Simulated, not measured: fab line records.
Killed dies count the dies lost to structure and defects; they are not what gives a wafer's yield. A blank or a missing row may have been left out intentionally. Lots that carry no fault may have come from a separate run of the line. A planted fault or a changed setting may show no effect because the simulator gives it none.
Chamber matching	flow nandHarc	NHARC_A_STAIRCASE_ETCH_271 on rieDiel-09: 4 sister chambers
The step etches the open film in CF4/CHF3. 20 wafers are shown with their chamber, then 10 later ones without.

## WAFERS PAIRED WITH THEIR CHAMBERS
wafer	chamber	showerheadPlenumPTorr (Torr)	drypumpMotorCurrentA (A)	rfVppV (V)
L078.1	2	1.58	5.8	371.5
L078.2	3	1.61	5.8	371.4
L078.4	0	1.50	5.7	369.1
L079.2	2	1.58	5.9	369.6
L079.3	3	1.61	5.8	370.7
L079.5	2	1.58	5.9	369.8
L081.1	3	1.61	5.8	370.6
L081.3	0	1.50	5.7	368.6
L081.5	1	1.50	6.2	368.6
L083.2	1	1.50	6.2	367.9
L083.5	1	1.50	6.2	368.3
L083.6	0	1.50	5.7	368.9
L082.4	0	1.49	5.7	369.4
L082.5	3	1.60	5.8	372.3
L082.6	2	1.57	5.8	370.2
L085.3	3	1.60	5.8	372.5
L085.4	1	1.50	6.2	369.3
L085.5	3	1.60	5.8	371.4
L087.2	3	1.60	5.8	372.7
L087.3	0	1.49	5.6	368.6

SIGNATURES (means of the wafers above)
reading	chamber 0	chamber 1	chamber 2	chamber 3	scatter within a chamber
showerheadPlenumPTorr	1.4960	1.5000	1.5775	1.6043	0.00479
drypumpMotorCurrentA	5.680	6.200	5.850	5.800	0.0335
rfVppV	368.920	368.525	370.275	371.657	0.711
Rule: a wafer's distance from a chamber is the root of the sum, over the readings, of the square of ((its reading less the chamber's mean) divided by the reading's scatter). If the next closest chamber is less than 2 further off than the closest, the wafer can't be placed; otherwise it belongs to the closest. The scatter: the root of (the sum of the squares of (reading less its chamber's mean) over the shown wafers, divided by (wafers less chambers)).

## WAFERS WHOSE CHAMBER IS MISSING
wafer	showerheadPlenumPTorr (Torr)	drypumpMotorCurrentA (A)	rfVppV (V)
L087.4	1.57	5.8	369.4
L090.1	1.60	5.8	371.0
L090.2	1.50	6.2	367.8
L090.3	1.49	5.7	367.9
L093.2	1.56	5.8	371.6
L093.3	1.49	6.2	367.3
L093.4	1.59	5.8	371.4
L096.1	1.56	5.9	371.7
L096.3	1.59	5.8	371.4
L096.6	1.59	5.8	370.9

## WHICH CHAMBER EACH ONE RAN IN
wafer	from the rows above	in truth
L087.4	2	2
L090.1	3	3
L090.2	1	1
L090.3	0	0
L093.2	2	2
L093.3	1	1
L093.4	can't be placed: 3 or 2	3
L096.1	2	2
L096.3	can't be placed: 3 or 2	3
L096.6	can't be placed: 2 or 3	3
Correctly placed: 7 of 10. Unplaceable from these rows: 3, with the true chamber sitting among the candidates in 3. 0 placed wrongly.
